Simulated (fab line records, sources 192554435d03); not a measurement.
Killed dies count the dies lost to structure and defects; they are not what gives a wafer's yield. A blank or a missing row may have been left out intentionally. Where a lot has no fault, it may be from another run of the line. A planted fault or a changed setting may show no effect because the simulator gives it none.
Which of the tools did it? | flow n5 finfet | 24 lots, 72 wafers sampled, at 4 steps of a route of 1938

## WHAT EACH GAUGE READ, for each wafer
N5_BEOL_M5_INSPECT_30: inspects for defects (brightfield). Usual: raw defect count reads 443 (standard deviation 98).
lot  | measured     | on                | raw defect count | flag
L074 | day 8 01:01  | defect inspect-02 | 328 366 293      |
L075 | day 8 10:01  | defect inspect-02 | 465 384 457      |
L076 | day 8 17:10  | defect inspect-02 | 325 356 373      |
L077 | day 8 17:22  | defect inspect-02 | 476 533 510      |
L078 | day 8 23:16  | defect inspect-01 | 491 398 461      |
L079 | day 9 05:45  | defect inspect-02 | 342 307 250      |
L080 | day 9 08:13  | defect inspect-01 | 451 429 550      |
L082 | day 9 21:38  | defect inspect-02 | 530 474 502      |
L081 | day 10 01:31 | defect inspect-02 | 453 544 327      |
L083 | day 10 06:25 | defect inspect-01 | 628 596 481      |
L084 | day 10 12:36 | defect inspect-02 | 359 364 492      |
L086 | day 10 16:15 | defect inspect-02 | 573 405 515      |
L087 | day 11 10:07 | defect inspect-02 | 366 450 291      |
L085 | day 11 10:00 | defect inspect-01 | 554 475 408      |
L088 | day 11 12:53 | defect inspect-01 | 416 316 400      |
L089 | day 11 13:14 | defect inspect-02 | 289 377 312      |
L090 | day 12 06:50 | defect inspect-02 | 344 496 470      |
L091 | day 12 12:34 | defect inspect-01 | 467 483 483      |
L092 | day 12 17:46 | defect inspect-02 | 447 550 432      |
L093 | day 12 19:50 | defect inspect-01 | 392 416 435      |
L094 | day 13 01:41 | defect inspect-01 | 557 594 463      |
L095 | day 13 08:09 | defect inspect-01 | 473 452 403      |
L096 | day 13 16:48 | defect inspect-02 | 502 656 494      |
L097 | day 13 17:08 | defect inspect-01 | 444 486 497      |

N5_BEOL_M5_OCD_MEAS_38. Usual: trench depth nm reads 71.8 nm (standard deviation 1.6).
lot  | measured     | on     | trench depth nm (nm) | flag
L074 | day 8 01:29  | ocd-02 | 74.1 71.9 71.1       |
L075 | day 8 10:28  | ocd-01 | 74.7 74.6 72.2       |
L076 | day 8 17:37  | ocd-02 | 70.1 69.4 70.7       |
L077 | day 8 17:49  | ocd-01 | 72.9 72.8 71.2       |
L078 | day 8 23:44  | ocd-02 | 73.7 71.8 71.8       |
L079 | day 9 06:12  | ocd-01 | 71.6 74.4 74.4       |
L080 | day 9 08:50  | ocd-02 | 71.2 71.3 72.3       |
L082 | day 9 22:05  | ocd-02 | 74.1 70.3 70.5       |
L081 | day 10 01:58 | ocd-02 | 68.1 68.5 71.1       |
L083 | day 10 07:22 | ocd-01 | 72.3 72.9 73.9       |
L084 | day 10 13:05 | ocd-01 | 70.6 73.5 73.5       |
L086 | day 10 16:42 | ocd-01 | 74.6 70.9 72.2       |
L087 | day 11 10:50 | ocd-02 | 72.1 72.9 73.5       |
L085 | day 11 10:36 | ocd-02 | 70.0 70.8 69.0       |
L088 | day 11 13:40 | ocd-01 | 71.4 69.1 69.8       |
L089 | day 11 13:45 | ocd-01 | 74.6 70.1 71.3       |
L090 | day 12 07:18 | ocd-01 | 73.5 71.4 71.6       |
L091 | day 12 13:01 | ocd-02 | 72.3 69.0 71.9       |
L092 | day 12 18:18 | ocd-02 | 71.6 71.4 71.8       |
L093 | day 12 20:31 | ocd-02 | 70.7 72.0 71.9       |
L094 | day 13 02:13 | ocd-01 | 72.9 69.2 69.7       |
L095 | day 13 08:53 | ocd-02 | 72.2 70.9 71.4       |
L096 | day 13 17:18 | ocd-02 | 74.1 71.6 74.8       |
L097 | day 13 17:35 | ocd-02 | 70.5 72.4 68.7       |

## EACH LOT AND THE TOOL THAT RAN IT (in order: tool; ch and the chambers of the sampled wafers; start)
lot  | N5_BEOL_M5_DESCUM_16               | N5_BEOL_M5_HM_OPEN_17
L074 | rie diel-05 ch 0,2,3, day 7 23:16  | rie metal-02 ch 0,1, day 7 23:30
L075 | rie diel-05 ch 1,3, day 8 06:57    | rie metal-02 ch 0, day 8 07:12
L076 | rie diel-06 ch 0,1,2, day 8 16:13  | rie metal-02 ch 0,1, day 8 16:28
L077 | rie diel-06 ch 0,2,3, day 8 16:28  | rie metal-02 ch 0,1, day 8 16:43
L078 | rie diel-03 ch 0,2,3, day 8 21:02  | rie metal-02 ch 0,1, day 8 21:17
L079 | rie diel-05 ch 0,2,3, day 9 03:17  | rie metal-01 ch 0,1, day 9 03:32
L080 | rie diel-06 ch 0,2, day 9 07:17    | rie metal-03 ch 0,1, day 9 07:32
L082 | rie diel-05 ch 1,3, day 9 20:41    | rie metal-03 ch 0,1, day 9 20:55
L081 | rie diel-03 ch 0,1,3, day 9 22:44  | rie metal-01 ch 0,1, day 9 22:59
L083 | rie diel-03 ch 1,3, day 10 05:10   | rie metal-01 ch 0,1, day 10 05:27
L084 | rie diel-05 ch 0,1,3, day 10 10:40 | rie metal-03 ch 0,1, day 10 10:55
L086 | rie diel-05 ch 0,3, day 10 14:03   | rie metal-02 ch 0,1, day 10 14:18
L087 | rie diel-03 ch 0,1,3, day 11 04:42 | rie metal-01 ch 0,1, day 11 04:58
L085 | rie diel-06 ch 1,2, day 11 05:14   | rie metal-01 ch 0,1, day 11 05:29
L088 | rie diel-06 ch 0,1, day 11 11:38   | rie metal-01 ch 0,1, day 11 11:53
L089 | rie diel-06 ch 0,1, day 11 12:09   | rie metal-01 ch 0,1, day 11 12:24
L090 | rie diel-03 ch 0,2,3, day 12 05:50 | rie metal-01 ch 0,1, day 12 06:06
L091 | rie diel-03 ch 1,2, day 12 11:20   | rie metal-03 ch 0,1, day 12 11:35
L092 | rie diel-05 ch 0,1,3, day 12 16:53 | rie metal-01 ch 0,1, day 12 17:08
L093 | rie diel-06 ch 1,2,3, day 12 18:59 | rie metal-01 ch 0,1, day 12 19:14
L094 | rie diel-06 ch 2,3, day 12 21:57   | rie metal-03 ch 0,1, day 12 22:13
L095 | rie diel-05 ch 0,1,3, day 13 06:54 | rie metal-03 ch 0,1, day 13 07:09
L096 | rie diel-05 ch 0,2,3, day 13 15:55 | rie metal-02 ch 0,1, day 13 16:10
L097 | rie diel-05 ch 1,2,3, day 13 16:11 | rie metal-01 ch 0,1, day 13 16:27
- N5_BEOL_M5_DESCUM_16: chemistry O2, time 7 s.
- N5_BEOL_M5_HM_OPEN_17: chemistry Cl2/BCl3, target TiN, target depth 20 nm, overetch 6 nm.

## AS READ BY THE TOOLS THEMSELVES (means over the sampled wafers that have a number; for cases with no such wafer, the mark the record gives instead)
N5_BEOL_M5_DESCUM_16. Usual: drypump motor current A 5.75 A, standard deviation 0.27; o2 flow sccm 225.1 sccm, standard deviation 0.71; oes product au 0.76 a.u., standard deviation 0.076; rf vpp V 243.3 V, standard deviation 1.3; showerhead plenum p Torr 2.10 Torr, standard deviation 0.073; throttle valve pct 20.50 %, standard deviation 0.22.
lot  | tool        | drypump motor current A (A) | o2 flow sccm (sccm) | oes product au (a.u.) | rf vpp V (V) | showerhead plenum p Torr (Torr) | throttle valve pct (%) | flag
L074 | rie diel-05 | 5.84                        | 225.1               | 0.85                  | 243.5        | 2.12                            | 20.45                  |
L075 | rie diel-05 | 5.99                        | 224.8               | 0.86                  | 244.9        | 2.17                            | 20.32                  |
L076 | rie diel-06 | 5.76                        | 225.3               | 0.72                  | 243.5        | 2.12                            | 20.59                  |
L077 | rie diel-06 | 5.70                        | 224.9               | 0.77                  | 243.7        | 2.10                            | 20.61                  |
L078 | rie diel-03 | 5.38                        | 225.5               | 0.79                  | 244.0        | 2.13                            | 20.43                  |
L079 | rie diel-05 | 5.85                        | 224.9               | 0.84                  | 243.3        | 2.11                            | 20.47                  |
L080 | rie diel-06 | 5.73                        | 225.3               | 0.71                  | 243.1        | 2.09                            | 20.63                  |
L082 | rie diel-05 | 5.86                        | 224.9               | 0.78                  | 244.0        | 2.12                            | 20.17                  |
L081 | rie diel-03 | 5.60                        | 225.3               | 0.71                  | 242.3        | 2.04                            | 20.53                  |
L083 | rie diel-03 | 5.90                        | 225.3               | 0.70                  | 242.3        | 2.02                            | 20.58                  |
L084 | rie diel-05 | 5.91                        | 225.2               | 0.79                  | 244.2        | 2.10                            | 20.41                  |
L086 | rie diel-05 | 5.93                        | 224.6               | 0.79                  | 241.8        | 2.08                            | 20.65                  |
L087 | rie diel-03 | 5.61                        | 225.2               | 0.70                  | 242.3        | 2.03                            | 20.55                  |
L085 | rie diel-06 | 5.78                        | 224.4               | 0.71                  | 244.3        | 2.15                            | 20.59                  |
L088 | rie diel-06 | 5.84                        | 225.3               | 0.72                  | 243.2        | 2.11                            | 20.70                  |
L089 | rie diel-06 | 5.85                        | 224.6               | 0.71                  | 244.5        | 2.11                            | 20.70                  |
L090 | rie diel-03 | 5.40                        | 225.3               | 0.75                  | 243.2        | 2.12                            | 20.45                  |
L091 | rie diel-03 | 5.76                        | 225.7               | 0.81                  | 244.3        | 2.16                            | 20.49                  |
L092 | rie diel-05 | 5.88                        | 225.0               | 0.76                  | 243.9        | 2.09                            | 20.44                  |
L093 | rie diel-06 | 5.74                        | 225.1               | 0.74                  | 242.8        | 2.13                            | 20.64                  |
L094 | rie diel-06 | 5.60                        | 225.5               | 0.74                  | 242.2        | 2.09                            | 20.57                  |
L095 | rie diel-05 | 5.88                        | 226.3               | 0.76                  | 243.4        | 2.09                            | 20.45                  |
L096 | rie diel-05 | 5.85                        | 224.7               | 0.80                  | 244.7        | 2.11                            | 20.51                  |
L097 | rie diel-05 | 5.80                        | 224.8               | 0.79                  | 244.6        | 2.13                            | 20.29                  |

N5_BEOL_M5_HM_OPEN_17. Usual: drypump motor current A 5.44 A, standard deviation 0.22; mfc ar sccm 25.00 sccm, standard deviation 0.073; oes product au 0.68 a.u., standard deviation 0.075; throttle valve pct 22.32 %, standard deviation 0.26.
lot  | tool         | drypump motor current A (A) | mfc ar sccm (sccm) | oes product au (a.u.) | throttle valve pct (%) | flag
L074 | rie metal-02 | 5.45                        | 24.86              | 0.70                  | 22.39                  |
L075 | rie metal-02 | 5.64                        | 25.03              | 0.65                  | 22.36                  |
L076 | rie metal-02 | 5.26                        | 24.96              | 0.75                  | 22.42                  |
L077 | rie metal-02 | 5.25                        | 25.00              | 0.75                  | 22.43                  |
L078 | rie metal-02 | 5.26                        | 25.08              | 0.75                  | 22.41                  |
L079 | rie metal-01 | 5.39                        | 24.92              | 0.67                  | 22.14                  |
L080 | rie metal-03 | 5.73                        | 24.95              | 0.75                  | 22.35                  |
L082 | rie metal-03 | 5.57                        | 25.06              | 0.71                  | 22.28                  |
L081 | rie metal-01 | 5.38                        | 24.97              | 0.66                  | 22.15                  |
L083 | rie metal-01 | 5.41                        | 24.98              | 0.61                  | 22.39                  |
L084 | rie metal-03 | 5.60                        | 24.97              | 0.70                  | 22.28                  |
L086 | rie metal-02 | 5.45                        | 25.07              | 0.68                  | 22.40                  |
L087 | rie metal-01 | 5.36                        | 24.96              | 0.65                  | 22.14                  |
L085 | rie metal-01 | 5.40                        | 25.07              | 0.62                  | 22.37                  |
L088 | rie metal-01 | 5.39                        | 25.06              | 0.65                  | 22.15                  |
L089 | rie metal-01 | 5.37                        | 25.11              | 0.66                  | 22.14                  |
L090 | rie metal-01 | 5.37                        | 25.03              | 0.66                  | 22.13                  |
L091 | rie metal-03 | 5.70                        | 25.05              | 0.72                  | 22.34                  |
L092 | rie metal-01 | 5.36                        | 25.02              | 0.65                  | 22.14                  |
L093 | rie metal-01 | 5.39                        | 25.05              | 0.65                  | 22.15                  |
L094 | rie metal-03 | 5.57                        | 24.88              | 0.68                  | 22.31                  |
L095 | rie metal-03 | 5.72                        | 25.05              | 0.70                  | 22.36                  |
L096 | rie metal-02 | 5.43                        | 25.01              | 0.66                  | 22.43                  |
L097 | rie metal-01 | 5.42                        | 24.99              | 0.60                  | 22.40                  |

## THE ANSWER, worked out from the rows above alone
Rule: lot off if the mean of its wafers having a number is beyond 3 standard deviations from the usual mean. A lot without any number at a reading at which 4 lots or more have one is off too. Where the step has rows for the other lots, those lots are counted as sound. First the gauges in route order, then the tools' own readings, where a lot's mean is used as printed above. At the first step where some lot is off, the reading lying furthest off is the one used; lots without a number count as furthest.
No lot is off at any reading shown: from this, nothing can be told.

## WHAT THE SIMULATOR HAD PUT IN
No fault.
